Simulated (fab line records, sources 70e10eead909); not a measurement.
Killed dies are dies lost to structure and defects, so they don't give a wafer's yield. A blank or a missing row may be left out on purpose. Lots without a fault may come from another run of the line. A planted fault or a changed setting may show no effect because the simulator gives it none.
fab line records | flow nand_harc
record lots=7 wafers=21 last_day=31
route steps=1302 shown A_SLIT@927
lots that met no fault: from a run of the same line without faults
start_h: hours from the record's first day to the start of the lot's first wafer shown | wait_h: hours since the lot's step before | " the same as in the row above | L1.1+2: a row that stands for several wafers | - no value, or no start given | * or withheld: withheld | < > ~ a bound
route shown NAME@n: a module of which the file shows steps, and the number in the route of the first | usual: mean/standard deviation of fault-free wafers | same: alike in all rows | chamber/n: place in a boat | sites: the reading at each site | _std_site: their standard deviation | _edge_site: outer sites' mean less inner sites' | radius_mm: how far each site lies from the wafer's centre | mask NAME#n: copy n | behind: the tool/chamber that last shaped the wafer | hold: why the lot was held/for how many hours/how that ended | device: the transistor (n, p or np) that didn't switch | end of line: the same wafers' tests at the end of the route | a step without rows: its recipe alone | killed: dies lost to structure and defects at the first sort, not the wafer's yield | map: a wafer's dies, x killed, . not, _ none there
set.NAME: the setting as run; set.NAME@STEP: as run at that earlier step | model.NAME: the simulator's own value behind a step, which no gauge read
lots at some steps of the route; a table a step, a row a wafer
services: from which hour (start_h, from the record's first day; less than 0 if before it) a tool's chamber was out of use, for how many hours, and why
## steps
# step NHARC_A_SLIT_COAT_03
# recipe spin_rpm=1500 resist_thk_nm=90
# step NHARC_A_SLIT_SOFTBAKE_04
# recipe temp_c=105 time_s=55
# step NHARC_A_SLIT_EBR_05
# step NHARC_A_SLIT_EXPOSE_06
# recipe na=1.35 dose_mj=60.82 mask_id=SLIT
# step NHARC_A_SLIT_PEB_07
# recipe peb_temp_c=100 peb_time_s=65
# step NHARC_A_SLIT_DEVELOP_08
# recipe develop_time_s=35 dev_temp_c=23
# step NHARC_A_SLIT_CD_MEAS_09
# recipe target_cd_nm=300 landing_energy_ev=500
# usual cd_nm=300.2/0.52
# columns lot.wafer tool chamber start_h wait_h cd_nm
L742.2 cd_sem-02 0 461.11 - 299.4
L742.3 " 0 " " 300.2
L742.4 " 0 " " 299.5
L749.1 cd_sem-02 0 535.85 - 300.1
L749.2 " 0 " " 300.2
L749.5 " 0 " " 300.2
L751.3 cd_sem-02 0 536.55 - 300.5
L751.4 " 0 " " 300.6
L751.6 " 0 " " 301.8
L752.1 cd_sem-02 0 549.40 - 299.7
L752.4 " 0 " " 299.0
L752.5 " 0 " " 299.4
L756.1 cd_sem-03 0 594.28 - 299.6
L756.3 " 0 " " 300.5
L756.6 " 0 " " 299.9
L760.1 cd_sem-02 0 636.14 - 299.7
L760.2 " 0 " " 300.1
L760.5 " 0 " " 299.4
L761.4 cd_sem-02 0 636.30 - 300.4
L761.5 " 0 " " 301.1
L761.6 " 0 " " 300.1
# step NHARC_A_SLIT_OVL_MEAS_10
# usual overlay_x_nm=0.1/0.98 overlay_y_nm=0.0/0.96
# columns lot.wafer tool chamber start_h wait_h overlay_x_nm overlay_y_nm
L742.2 overlay-01 - 461.20 - 0.0 0.5
L742.3 " - " " -1.0 0.1
L742.4 " - " " -0.8 0.9
L749.1 overlay-02 - 535.94 - 0.7 1.3
L749.2 " - " " 0.5 1.3
L749.5 " - " " 0.3 1.5
L751.3 overlay-02 - 536.63 - 2.4 -0.3
L751.4 " - " " 2.2 0.4
L751.6 " - " " 1.9 -0.2
L752.1 overlay-02 - 549.49 - 1.1 -0.3
L752.4 " - " " 1.3 -0.2
L752.5 " - " " 1.4 -0.4
L756.1 overlay-02 - 594.36 - -0.3 -0.9
L756.3 " - " " 0.2 -0.4
L756.6 " - " " -0.3 -0.6
L760.1 overlay-02 - 636.23 - 0.5 1.3
L760.2 " - " " 0.1 1.7
L760.5 " - " " 0.6 1.1
L761.4 overlay-02 - 636.38 - -1.6 -0.6
L761.5 " - " " -2.3 -0.4
L761.6 " - " " -2.7 -0.5
# step NHARC_A_SLIT_INSPECT_11
# usual raw_defect_count=56/24
# columns lot.wafer tool chamber start_h wait_h raw_defect_count
L742.2 defect_inspect-02 - 461.23 0.0 20
L742.3 " - " " 14
L742.4 " - " " 23
L749.1 defect_inspect-02 - 535.97 0.0 67
L749.2 " - " " 67
L749.5 " - " " 72
L751.3 defect_inspect-02 - 536.67 0.0 36
L751.4 " - " " 40
L751.6 " - " " 26
L752.1 defect_inspect-02 - 549.53 0.0 53
L752.4 " - " " 61
L752.5 " - " " 64
L756.1 defect_inspect-01 - 594.40 0.0 46
L756.3 " - " " 56
L756.6 " - " " 76
L760.1 defect_inspect-01 - 636.26 0.0 60
L760.2 " - " " 66
L760.5 " - " " 61
L761.4 defect_inspect-01 - 636.42 0.0 54
L761.5 " - " " 65
L761.6 " - " " 53
# step NHARC_A_SLIT_DESCUM_14
# recipe time_s=3 o2_flow_sccm=200 ar_flow_sccm=0 bias_power_w=0 chemistry=O2
# usual drypump_motor_current_A=5.6/0.41 oes_product_au=1.003/0.0095 rf_vpp_V=57.5/0.89 showerhead_plenum_p_Torr=1.84/0.059 throttle_valve_pct=11.312/0.0089
# columns lot.wafer tool chamber start_h wait_h drypump_motor_current_A oes_product_au rf_hours_counter_h rf_vpp_V showerhead_plenum_p_Torr throttle_valve_pct
L742.4 rie_diel-09 2 461.29 0.1 5.7 1.002 9 56.7 1.85 11.324
L742.3 " 3 " " 5.1 0.993 10 58.1 1.90 11.316
L742.2 " 1 " " 5.7 1.010 8 58.7 1.82 11.338
L749.1 rie_diel-05 1 536.05 0.1 6.5 1.013 5 57.4 1.83 11.320
L749.2 " 2 " " 5.2 0.994 6 56.2 1.79 11.302
L749.5 " 1 " " 6.4 1.021 - 56.9 1.83 11.288
L751.3 rie_diel-09 1 536.73 0.1 5.7 1.008 1 56.4 1.82 11.301
L751.4 " 0 " " 5.5 1.003 1 56.8 1.97 11.307
L751.6 " 2 " " 5.7 0.989 - 55.9 1.85 11.319
L752.1 rie_diel-09 2 549.59 0.1 5.7 1.004 3 56.9 1.85 11.308
L752.4 " 3 " " 5.0 0.995 3 59.0 1.90 11.320
L752.5 " 3 " " 5.0 0.989 - 57.9 1.90 11.306
L756.1 rie_diel-08 3 594.48 0.1 5.4 1.003 3 57.7 1.79 11.290
L756.3 " 0 " " 6.0 1.018 2 55.9 1.77 11.313
L756.6 " 1 " " 6.1 1.001 - 58.3 1.80 11.307
L760.2 rie_diel-05 1 636.32 0.1 6.4 1.013 1 56.5 1.83 11.311
L760.1 " 2 " " 5.2 0.994 1 58.6 1.79 11.328
L760.5 " 2 " " 5.2 0.997 - 57.5 1.79 11.309
L761.4 rie_diel-08 1 636.50 0.1 6.1 0.988 4 57.9 1.80 11.311
L761.6 " 2 " " 5.9 1.006 - 58.3 1.78 11.307
L761.5 " 3 " " 5.4 0.999 - 56.4 1.79 11.311
# step NHARC_A_SLIT_ETCH_24
# recipe target_depth_a=1210 time_s=60.5 cf4_flow_sccm=100 chf3_flow_sccm=30 ar_flow_sccm=0 rf_w=500 bias_w=200 chemistry=CF4/CHF3
# usual bias_w=200.0/0.61 cf4_flow_sccm=100.0/0.34 drypump_motor_current_A=5.5/0.41 oes_product_au=0.957/0.02 rf_vpp_V=368.7/1.7 showerhead_plenum_p_Torr=1.52/0.048 throttle_valve_pct=16.803/0.0088
# columns lot.wafer tool chamber start_h wait_h bias_w cf4_flow_sccm drypump_motor_current_A oes_product_au rf_hours_counter_h rf_vpp_V showerhead_plenum_p_Torr throttle_valve_pct
L742.4 rie_diel-09 2 461.38 0.1 200.3 99.8 5.7 0.966 9 367.9 1.53 16.804
L742.3 " 3 " " 199.3 99.7 5.0 0.958 10 368.0 1.56 16.799
L742.2 " 1 " " 201.2 99.4 5.7 0.988 8 369.8 1.50 16.815
L749.2 rie_diel-05 2 536.13 0.1 199.4 100.2 5.2 0.963 6 367.7 1.48 16.808
L749.1 " 0 " " 199.8 99.5 5.3 0.943 7 367.9 1.47 16.789
L749.5 " 1 " " 198.9 99.9 6.4 0.955 - 368.4 1.51 16.800
L751.3 rie_diel-09 3 536.81 0.1 198.9 99.8 5.1 0.968 1 370.5 1.56 16.793
L751.4 " 1 " " 199.9 99.8 5.8 0.966 1 367.3 1.50 16.801
L751.6 " 0 " " 200.4 100.0 5.5 0.978 - 370.2 1.62 16.814
L752.1 rie_diel-09 3 549.67 0.1 199.8 99.7 5.0 0.952 3 369.9 1.56 16.804
L752.4 " 0 " " 200.1 100.2 5.4 0.977 2 370.7 1.62 16.806
L752.5 " 3 " " 199.9 99.7 5.0 0.960 - 369.7 1.56 16.798
L756.1 rie_diel-08 0 594.56 0.1 200.1 100.2 5.9 0.988 2 366.3 1.46 16.788
L756.3 " 1 " " 200.4 100.7 6.1 0.957 3 369.5 1.49 16.804
L756.6 " 3 " " 199.7 100.3 5.4 0.986 - 366.5 1.48 16.803
L760.2 rie_diel-05 1 636.43 0.1 200.2 99.3 6.4 0.975 1 368.2 1.51 16.812
L760.1 " 0 " " 200.4 99.8 5.3 0.964 1 365.8 1.47 16.793
L760.5 " 0 " " 200.8 99.9 5.3 0.959 - 366.1 1.47 16.808
L761.4 rie_diel-08 1 636.57 0.1 200.6 100.2 6.1 0.956 4 369.0 1.49 16.805
L761.6 " 0 " " 200.0 99.7 6.0 0.967 - 367.2 1.46 16.794
L761.5 " 1 " " 201.2 99.9 6.1 0.961 - 367.2 1.49 16.806
# step NHARC_A_SLIT_ETCH_15
# recipe target_depth_a=62000 over_etch_frac=0.3 time_s=1612 ion_energy_ev=150 o2_flow_sccm=400 cos_flow_sccm=20 ar_flow_sccm=0 rf_w=500 bias_w=300 chemistry=O2/COS
# usual bias_w=300.0/0.85 chamber_pressure_mTorr=20.000/0.017 drypump_motor_current_A=5.6/0.4 oes_product_au=1.001/0.0086 rf_vpp_V=312.7/1.7 showerhead_plenum_p_Torr=3.01/0.093 throttle_valve_pct=28.330/0.0086
# columns lot.wafer tool chamber start_h wait_h bias_w chamber_pressure_mTorr drypump_motor_current_A oes_product_au rf_hours_counter_h rf_vpp_V showerhead_plenum_p_Torr throttle_valve_pct
L742.3 rie_diel-09 3 - - 301.3 19.984 5.1 0.985 10 315.5 3.10 28.341
L742.2 " 0 " " 299.1 19.985 5.5 1.001 10 315.3 3.21 28.322
L742.4 " 1 " " 300.3 20.014 5.8 1.003 9 311.4 2.98 28.325
L749.2 rie_diel-05 3 - - 301.5 20.021 4.9 1.001 7 313.5 3.00 28.317
L749.1 " 1 " " 300.1 20.006 6.4 1.003 5 312.6 3.00 28.338
L749.5 " 3 " " 300.1 19.975 4.9 1.004 - 310.3 3.00 28.341
L751.4 rie_diel-09 3 - - 299.6 19.992 5.1 0.998 1 313.0 3.10 28.323
L751.3 " 1 " " 299.1 19.989 5.8 1.005 1 313.5 2.98 28.318
L751.6 " 3 " " 301.0 20.045 5.1 0.997 - 313.0 3.10 28.324
L752.4 rie_diel-09 3 - - 300.3 19.992 5.1 0.996 3 314.0 3.10 28.324
L752.1 " 0 " " 301.2 20.017 5.5 1.007 2 316.2 3.21 28.325
L752.5 " 2 " " 299.2 19.992 5.7 0.990 - 312.0 3.02 28.332
L756.1 rie_diel-08 3 - - 300.2 20.006 5.4 1.010 3 311.0 2.93 28.341
L756.3 " 1 " " 301.8 19.999 6.1 0.997 3 312.7 2.96 28.345
L756.6 " 2 " " 299.1 20.007 5.9 1.009 - 310.9 2.92 28.331
L760.2 rie_diel-05 2 - - 300.0 20.026 5.2 1.000 1 311.3 2.94 28.347
L760.1 " 1 " " 299.1 19.985 6.4 1.015 2 313.7 2.99 28.317
L760.5 " 0 " " 300.1 20.018 5.3 0.994 - 309.4 2.92 28.314
L761.4 rie_diel-08 2 - - 300.0 20.017 5.9 1.013 6 309.7 2.92 28.329
L761.5 " 3 " " 299.5 20.006 5.4 1.023 - 312.1 2.93 28.329
L761.6 " 0 " " 298.8 19.976 5.9 1.018 - 309.6 2.90 28.340
# step NHARC_A_SLIT_ETCH_17
# recipe bias_v=900 source_w=withheld pressure_mtorr=20 ar_flow_sccm=375 c4f8_flow_sccm=83.3 o2_flow_sccm=41.7 time_s=4254.5 target_depth_a=2.03e+05 chemistry=C4F8/O2/Ar
# usual c4f8_flow_sccm=83.29/0.26 chamber_pressure_mTorr=19.999/0.018 drypump_motor_current_A=5.9/0.41 he_backside_leak_sccm=6.3/0.71 showerhead_plenum_p_Torr=3.72/0.18 throttle_valve_pct=32.046/0.0084
# columns lot.wafer tool chamber start_h wait_h c4f8_flow_sccm chamber_pressure_mTorr drypump_motor_current_A he_backside_leak_sccm rf_hours_counter_h showerhead_plenum_p_Torr throttle_valve_pct
L742.2 har_etch-02 0 464.07 - 83.25 20.000 6.1 5.8 39 3.92 32.038
L742.4 " 1 " " 83.08 20.010 6.2 5.4 - 3.92 32.044
L742.3 " 0 " " 83.33 20.040 6.1 5.7 - 3.92 32.044
L749.1 har_etch-01 0 537.30 - - - - - - - -
L749.2 " 1 " " - - - - - - -
L749.5 " 1 540.35 - - - - - - - -
L751.4 har_etch-02 0 541.71 - - - - - - - -
L751.3 " 1 " " - - - - - - -
L751.6 " 1 543.51 - - - - - - - -
L752.1 har_etch-02 0 553.21 - - - - - - - -
L752.4 " 0 554.43 - - - - - - - -
L752.5 " 1 " " - - - - - - -
L756.1 har_etch-02 0 599.65 - 83.42 19.995 6.0 6.1 123 3.87 32.049
L756.3 " 0 600.88 - 83.30 20.018 6.0 6.2 - 3.87 32.042
L756.6 " 0 602.11 - 83.27 19.979 6.0 6.1 - 3.87 32.052
L760.1 har_etch-02 0 637.84 - 83.17 19.989 6.0 6.7 142 3.86 32.074
L760.2 " 1 " " 83.31 19.982 6.2 6.0 142 3.86 32.051
L760.5 " 1 640.83 - 83.47 20.025 6.2 6.2 - 3.86 32.039
L761.4 har_etch-01 0 639.54 - 83.14 19.982 5.3 6.3 - 3.60 32.040
L761.6 " 1 " " 82.88 19.999 6.3 7.7 - 3.46 32.040
L761.5 " 0 " " 82.97 20.018 5.3 6.7 - 3.60 32.062
# step NHARC_A_SLIT_ETCH_26
# recipe bias_v=400 source_w=2000 pressure_mtorr=25 time_s=90 ar_flow_sccm=375 c4f8_flow_sccm=41.7 o2_flow_sccm=83.3 target_depth_a=4000 chemistry=C4F8/O2/Ar
# usual bias_v=400/3.8 c4f8_flow_sccm=41.70/0.12 drypump_motor_current_A=6.0/0.41 he_backside_leak_sccm=6.3/0.86 showerhead_plenum_p_Torr=3.75/0.18 throttle_valve_pct=27.619/0.0087
# columns lot.wafer tool chamber start_h wait_h bias_v c4f8_flow_sccm drypump_motor_current_A he_backside_leak_sccm rf_hours_counter_h showerhead_plenum_p_Torr throttle_valve_pct
L742.2 har_etch-02 0 467.10 2.4 393 41.96 6.0 6.2 42 3.96 27.635
L742.4 " 1 " " 407 41.58 6.3 5.6 - 3.96 27.607
L742.3 " 0 " " 395 42.06 6.0 5.8 - 3.96 27.608
L749.1 har_etch-01 0 540.96 3.1 399 41.76 5.3 6.1 298 3.66 27.623
L749.2 " 1 " " 397 41.64 6.2 7.0 298 3.52 27.603
L749.5 " 1 " " 399 41.83 6.2 7.1 - 3.52 27.611
L751.4 har_etch-02 0 544.17 1.9 397 41.59 6.0 6.0 - 3.93 27.618
L751.3 " 1 " " 398 41.81 6.2 5.5 - 3.93 27.623
L751.6 " 1 " " 399 41.92 6.2 5.5 - 3.93 27.623
L752.1 har_etch-02 0 556.28 2.5 403 41.89 6.1 5.7 95 3.92 27.599
L752.4 " 0 " " 397 41.76 6.1 6.2 - 3.92 27.611
L752.5 " 1 " " 401 41.68 6.3 5.6 - 3.92 27.610
L756.1 har_etch-02 0 602.76 2.5 400 41.64 6.0 5.9 126 3.91 27.638
L756.3 " 0 " " 402 41.79 6.0 6.7 - 3.91 27.622
L756.6 " 0 " " 395 41.59 6.0 6.3 - 3.91 27.607
L760.1 har_etch-02 0 641.42 3.0 404 41.43 6.0 5.7 145 3.90 27.611
L760.2 " 1 " " 403 41.81 6.2 6.0 145 3.89 27.615
L760.5 " 1 " " 403 41.68 6.3 6.1 - 3.90 27.629
L761.4 har_etch-01 0 641.45 1.3 397 41.67 5.3 6.5 - 3.63 27.635
L761.6 " 1 " " 398 41.82 6.2 7.3 - 3.49 27.624
L761.5 " 0 " " 397 41.38 5.3 6.2 - 3.63 27.618
## services
# columns tool chamber start_h hours kind
rie_diel-09 0 452.27 - clean
rie_diel-09 1 452.27 - clean
rie_diel-09 2 452.27 - clean
rie_diel-09 3 452.27 - clean
rie_diel-09 1 466.30 2.0 repair
rie_diel-09 0 476.77 - clean
rie_diel-09 1 476.77 - clean
rie_diel-09 2 476.77 - clean
rie_diel-09 3 476.77 - clean
rie_diel-09 2 490.04 10.1 repair
rie_diel-09 - 497.97 9.0 pm
rie_diel-09 0 497.97 9.0 vent_cycle
rie_diel-09 1 497.97 9.0 vent_cycle
rie_diel-09 3 497.97 9.0 vent_cycle
rie_diel-09 0 506.97 - clean
rie_diel-09 1 506.97 - clean
rie_diel-09 2 506.97 - clean
rie_diel-09 3 506.97 - clean
rie_diel-05 0 520.32 5.6 repair
rie_diel-08 - 544.80 9.0 pm
rie_diel-05 - 583.66 9.0 pm
rie_diel-09 1 623.95 20.0 repair
rie_diel-05 - 624.13 0.6 repair
rie_diel-05 3 627.36 9.2 repair
## key
first_sign step=NHARC_A_SLIT_ETCH_17 reading=tool_record direction=missing
effect none on later readings
met_at NHARC_A_SLIT_ETCH_17
struck_wafers L749.1,L749.2,L749.5,L751.3,L751.4,L751.6,L752.1,L752.4,L752.5
later_rows_left_out L749.1,L749.2,L749.5,L751.3,L751.4,L751.6,L752.1,L752.4,L752.5
sort_left_out L749.1,L749.2,L749.5,L751.3,L751.4,L751.6,L752.1,L752.4,L752.5
tester_left_out L749,L751,L752
onset_between 464.07 537.30
fault kind=skipped_step_whole tool=har_etch-01,har_etch-02 chamber=- onset_h=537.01 steps=NHARC_A_SLIT_ETCH_17 scope=struck_lots_only
# tester_left_out: of these lots the tester's yield and bins aren't shown, on N5 and GAA mostly nor the transistor test; their killed dies are dies lost to structure and defects alone, not to doping, threshold or leakage, so they don't give the yield
# sort_left_out: the simulated sort isn't trusted on such a fault, so these wafers' sort isn't shown, and their yield isn't known
# later_rows_left_out: the simulator's readings of these wafers behind a module that went badly wrong aren't trusted and aren't shown, but for the sort
